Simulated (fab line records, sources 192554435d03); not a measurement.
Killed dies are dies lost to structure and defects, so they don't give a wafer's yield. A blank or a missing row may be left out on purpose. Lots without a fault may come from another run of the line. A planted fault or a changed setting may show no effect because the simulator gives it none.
Chamber matching | flow n5_finfet | N5_BEOL_M11_STRIP_36 on rie_diel-01: 4 sister chambers
The step strips in N2/H2. 8 wafers are shown with their chamber, then 8 later ones without.

WAFERS WITH THEIR CHAMBER
wafer  | chamber | drypump_motor_current_A (A) | showerhead_plenum_p_Torr (Torr)
L077.2 | 3       | 6.0                         | 2.52
L080.2 | 0       | 6.1                         | 2.62
L080.6 | 2       | 5.1                         | 2.44
L084.3 | 0       | 6.1                         | 2.61
L091.2 | 1       | 6.3                         | 2.45
L091.3 | 3       | 6.0                         | 2.51
L091.6 | 2       | 5.1                         | 2.43
L092.1 | 1       | 6.4                         | 2.45

WAFERS WITHOUT THEIR CHAMBER
wafer  | drypump_motor_current_A (A) | showerhead_plenum_p_Torr (Torr)
L092.2 | 6.0                         | 2.51
L092.5 | 6.1                         | 2.60
L097.1 | 6.0                         | 2.60
L097.4 | 6.3                         | 2.45
L097.6 | 6.1                         | 2.60
L096.2 | 6.0                         | 2.51
L096.5 | 5.1                         | 2.42
L096.6 | 6.0                         | 2.51

WHICH CHAMBER EACH WENT THROUGH
wafer  | from the rows above | in truth
L092.2 | 3                   | 3
L092.5 | 0                   | 0
L097.1 | 0                   | 0
L097.4 | 1                   | 1
L097.6 | 0                   | 0
L096.2 | 3                   | 3
L096.5 | 2                   | 2
L096.6 | 3                   | 3
Placed correctly: 8 of 8. Can't be placed from these rows: 0. Placed wrongly: 0.
How it was worked out, from the rows above alone: a wafer's distance from a chamber is the root of the sum, over the readings, of the square of ((its reading less the chamber's mean) divided by the reading's scatter). The wafer belongs to the nearest chamber; if the next one is less than 2 further off, it can't be placed. A chamber's mean is the mean of its shown wafers. The scatter: the root of (the sum of the squares of (reading less its chamber's mean) over the shown wafers, divided by (wafers less chambers)).
